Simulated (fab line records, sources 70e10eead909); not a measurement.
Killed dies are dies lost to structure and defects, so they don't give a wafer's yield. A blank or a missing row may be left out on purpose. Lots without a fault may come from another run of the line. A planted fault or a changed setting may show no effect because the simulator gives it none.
One fault seen from 3 desks | flow nand_harc | each desk has only its own numbers; what lay behind them comes last

THE TOOL OWNER'S DESK: pecvd_onon-02
The tool's own readings at NHARC_A_ONON_D1_DEP_00 (target thk 1000 nm): means of the sampled wafers that have a number, for each lot that ran on this tool. A lot is out of limits, marked OUT, if its mean lies more than 4 standard deviations from the usual mean; the brackets give that distance.
Columns: A = sih4_flow_sccm at NHARC_A_ONON_D1_DEP_00, usual 209.9 sccm
lot  | first seen here | A
L820 | day 8 00:52     | 210.7
L822 | day 9 12:28     | 209.6
L827 | day 11 06:59    | 210.4
L833 | day 13 21:51    | 209.9
L834 | day 14 02:59    | 209.6
L836 | day 15 02:51    | 210.3
This desk's finding: nothing out of limits on any of the 6 lots.

THE METROLOGY DESK
What the gauges read, lot by lot, whatever tool the lot ran on: means of the sampled wafers that have a number. A lot is out of limits, marked OUT, if its mean lies more than 4 standard deviations from the usual mean; the brackets give that distance.
Columns: A = thk_nm at NHARC_A_ONON_D1_THK_MEAS_02, usual 1002 nm
lot  | first seen here | A
L819 | day 7 20:07     | 1001
L820 | day 8 01:19     | 1000
L821 | day 8 12:13     | 998
L822 | day 9 12:59     | 1004
L823 | day 9 13:01     | 1007
L825 | day 10 02:08    | 1006
L826 | day 11 01:24    | 1028
L827 | day 11 07:29    | 1010
L829 | day 11 19:39    | 1001
L833 | day 13 22:22    | 858 (-17) OUT
L834 | day 14 03:29    | 774 (-27) OUT
L836 | day 15 03:21    | 774 (-26) OUT
L837 | day 15 03:22    | 1016
L840 | day 16 09:40    | 999
L839 | day 16 09:42    | 988
This desk's finding: out of limits on L833, L834, L836; first on L833, day 13 22:22 (thk_nm at NHARC_A_ONON_D1_THK_MEAS_02). In limits: L819, L820, L821, L822, L823, L825, L826, L827, L829, L837, L840, L839.

THE DEFECT DESK
What the inspections along the route counted, lot by lot: means of the sampled wafers that have a number. A lot is out of limits, marked OUT, if its mean lies more than 4 standard deviations from the usual mean; the brackets give that distance.
Columns: A = raw_defect_count at NHARC_A_SOURCE_PLATE_INSPECT_08, usual 61
lot  | first seen here | A
L819 | day 7 19:33     | 33
L820 | day 8 00:45     | 41
L821 | day 8 11:38     | 67
L822 | day 9 12:25     | 74
L823 | day 9 12:26     | 56
L825 | day 10 01:34    | 54
L826 | day 11 00:49    | 40
L827 | day 11 06:55    | 39
L829 | day 11 19:05    | 110
L833 | day 13 21:47    | 108
L834 | day 14 02:55    | 60
L836 | day 15 02:47    | 52
L837 | day 15 02:47    | 44
L840 | day 16 09:05    | 82
L839 | day 16 09:07    | 67
This desk's finding: nothing out of limits on any of the 15 lots.

PUT TOGETHER
The metrology desk could have raised an alarm at day 13 22:22, on L833, L834, L836.
The tool owner's desk saw nothing out of limits.
The defect desk saw nothing out of limits.
The tool owner's desk has L833, L834, L836 on record, within its limits.
The defect desk has L833, L834, L836 on record, within its limits.
Of the lots named, all ran NHARC_A_ONON_D1_DEP_00 on pecvd_onon-02.

WHAT THE SIMULATOR HAD PUT IN
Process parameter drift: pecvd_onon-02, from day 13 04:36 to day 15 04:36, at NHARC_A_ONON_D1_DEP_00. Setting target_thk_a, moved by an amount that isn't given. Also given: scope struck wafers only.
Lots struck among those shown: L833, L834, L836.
Hours from the fault's start to each desk's first reading out of limits: the metrology desk, 18.
